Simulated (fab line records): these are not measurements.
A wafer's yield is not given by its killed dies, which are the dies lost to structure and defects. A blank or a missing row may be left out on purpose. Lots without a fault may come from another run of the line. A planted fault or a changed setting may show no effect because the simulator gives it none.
A struck lot beside a sound one | flow nand_harc | 39 out of 1302 route steps
Sound: these wafers, L320.3, L320.5, L320.6. The struck wafers were L325.1, L325.3, L325.4. At the end, the cause is stated.
Each step with rows lists, per side, the tool, then ch with its chambers, then its first start. Under that, the readings that differ: sound wafers | struck wafers | difference of the means | sigmas: that difference in standard deviations of wafers without a fault.
alike: readings with means less than 2 such deviations apart, plus words and numbers identical on both sides. not compared: withheld readings, readings lacking a value on some wafer, bounds such as >300 that could conceal the same value, and numbers that have no deviation in the record and whose values overlap.
Wherever a step has rows on one side only, a row that says differs or no value, or a row with sigmas, the two part there. Numbers that have no deviation but don't overlap get no sigmas and don't part them. A reading that every wafer of one side lacks parts them only if that side has two wafers or more.

first, 6 steps without rows for these wafers: NHARC_A_CHANNEL_HOLE_D1_STRIP_42 (strips in CF4/CHF3); NHARC_A_CHANNEL_HOLE_D1_STRIP_43 (strips in O2/COS); NHARC_A_CHANNEL_HOLE_D1_ETCH_44 (etches the open film in CF4/O2, target depth 140 nm, overetch 14 nm, time 77 s); NHARC_A_CHANNEL_HOLE_D1_STRIP_27 (strips in O2); NHARC_A_CHANNEL_HOLE_D1_PRECLEAN_28 (cleans in SC1); NHARC_A_CHANNEL_HOLE_D1_SRD_29.
NHARC_A_CHANNEL_HOLE_D1_CD_MEAS_30:
  sound on cd_sem-01, day 10 19:25; struck on cd_sem-03, day 13 05:11
  alike: cd_nm
then, 1 step without rows for these wafers: NHARC_A_CHANNEL_HOLE_D1_XSEM_31.
NHARC_A_CHANNEL_HOLE_D1_INSPECT_40:
  sound on defect_inspect-01, day 10 19:36; struck on defect_inspect-01, day 13 05:22
  alike: raw_defect_count
then, 2 steps without rows for these wafers: NHARC_A_CHANNEL_FILL_D1_PRECLEAN_00 (cleans in SC1); NHARC_A_CHANNEL_FILL_D1_SRD_01.
NHARC_A_CHANNEL_FILL_D1_ALD_02: deposits SiO2, target thk 6 nm, pulse time 10 s, ald cycles 60.
  sound on ald_hk-02 ch 0,3, day 10 19:52; struck on ald_hk-04 ch 0,1,3, day 13 05:36
  alike: heater_power_w, precursor_pulse_height_rel
NHARC_A_CHANNEL_FILL_D1_ALD_03: deposits SiNx, target thk 6 nm, pulse time 60 s, ald cycles 58.
  sound on ald_sin_batch-02 ch 0, day 10 23:14; struck on ald_sin_batch-02 ch 0, day 13 06:23
  alike: precursor_pulse_height_rel
then, 2 steps without rows for these wafers: NHARC_A_CHANNEL_FILL_D1_ALD_14 (deposits SiO2, target thk 2.5 nm, pulse time 10 s, ald cycles 25); NHARC_A_CHANNEL_FILL_D1_ALD_15 (deposits SiNx, target thk 2 nm, pulse time 60 s, ald cycles 19).
NHARC_A_CHANNEL_FILL_D1_ALD_16: deposits SiO2, target thk 1.5 nm, pulse time 10 s, ald cycles 15.
  sound on ald_hk-02 ch 0,3, day 11 09:53; struck on ald_hk-04 ch 0,1,2, day 13 18:37
  alike: heater_power_w, precursor_pulse_height_rel
then, 4 steps without rows for these wafers: NHARC_A_CHANNEL_FILL_D1_ANNEAL_17 (time 1800 s); NHARC_A_CHANNEL_FILL_D1_CVD_18 (deposits poly-Si, target thk 3 nm); NHARC_A_CHANNEL_FILL_D1_ETCHBACK_19 (etches the open film in HBr/Cl2, target depth 5 nm, time 1.7 s); NHARC_A_CHANNEL_FILL_D1_ETCHBACK_20 (etches the open film in C4F8/O2/Ar, target depth 27 nm, time 13.5 s).
NHARC_A_CHANNEL_FILL_D1_STRIP_28: strips in O2, time 20 s.
  sound on rie_diel-10 ch 2,3, day 11 21:57; struck on rie_diel-04 ch 1,2,3, day 14 06:44
  alike: drypump_motor_current_A, oes_product_au, rf_vpp_V, showerhead_plenum_p_Torr, throttle_valve_pct
  not compared: rf_hours_counter_h
then, 6 steps without rows for these wafers: NHARC_A_CHANNEL_FILL_D1_PRECLEAN_21 (cleans in dHF, time 30 s); NHARC_A_CHANNEL_FILL_D1_SRD_23; NHARC_A_CHANNEL_FILL_D1_CVD_05 (deposits poly-Si, target thk 5 nm); NHARC_A_CHANNEL_FILL_D1_ANNEAL_22 (time 7200 s); NHARC_A_CHANNEL_FILL_D1_ALD_25 (deposits SiOx, target thk 60 nm, pulse time 10 s, ald cycles 600); NHARC_A_CHANNEL_FILL_D1_ETCHBACK_08 (etches the open film in C4F8, target depth 220 nm, time 110 s).
NHARC_A_CHANNEL_FILL_D1_STRIP_29: strips in O2, time 20 s.
  sound on rie_diel-10 ch 0,2,3; struck on rie_diel-02 ch 0,2,3
  alike: drypump_motor_current_A, oes_product_au, rf_vpp_V, showerhead_plenum_p_Torr, throttle_valve_pct
  not compared: rf_hours_counter_h
then, 3 steps without rows for these wafers: NHARC_A_CHANNEL_FILL_D1_PRECLEAN_30 (cleans in dHF, time 30 s); NHARC_A_CHANNEL_FILL_D1_SRD_31; NHARC_A_CHANNEL_FILL_D1_CVD_09 (deposits poly-Si, target thk 150 nm, time 3000 s).
NHARC_A_CHANNEL_FILL_D1_CMP_10: polishes, target thk 150 nm.
  sound on cmp-04 ch 1,2, day 13 00:50; struck on cmp-02 ch 0,2,3, day 15 05:52
  alike: motor_current_A, time_to_endpoint_s
then, 6 steps without rows for these wafers: NHARC_A_CHANNEL_FILL_D1_SRD_12; NHARC_A_DECK1_JOINT_ETCHBACK_07 (etches the open film in HBr, target depth 105 nm, time 26.9 s); NHARC_A_DECK1_JOINT_ETCH_25 (etches SiO2 in dHF, target depth 0.5 nm); NHARC_A_DECK1_JOINT_ETCH_19 (etches poly-Si in TMAH, target depth 3 nm); NHARC_A_DECK1_JOINT_ETCH_18 (etches SiO2 in dHF, target depth 3 nm); NHARC_A_DECK1_JOINT_WET_08 (chemistry H3PO4, time 86 s).
-- break in the record here, with 13 days between the starts of the struck wafers on either side (left off in module A_DECK1_JOINT, picked up again in module END, where the first step shown is number 1302 on the route) --
NHARC_END_SORT_01:
  here the record holds rows for the struck wafers (prober-01 ch 0, day 28 16:39) but none for the sound ones

== WHERE THEY PART ==
Only at NHARC_END_SORT_01, within this record.

WHY: what had been put in by the simulator
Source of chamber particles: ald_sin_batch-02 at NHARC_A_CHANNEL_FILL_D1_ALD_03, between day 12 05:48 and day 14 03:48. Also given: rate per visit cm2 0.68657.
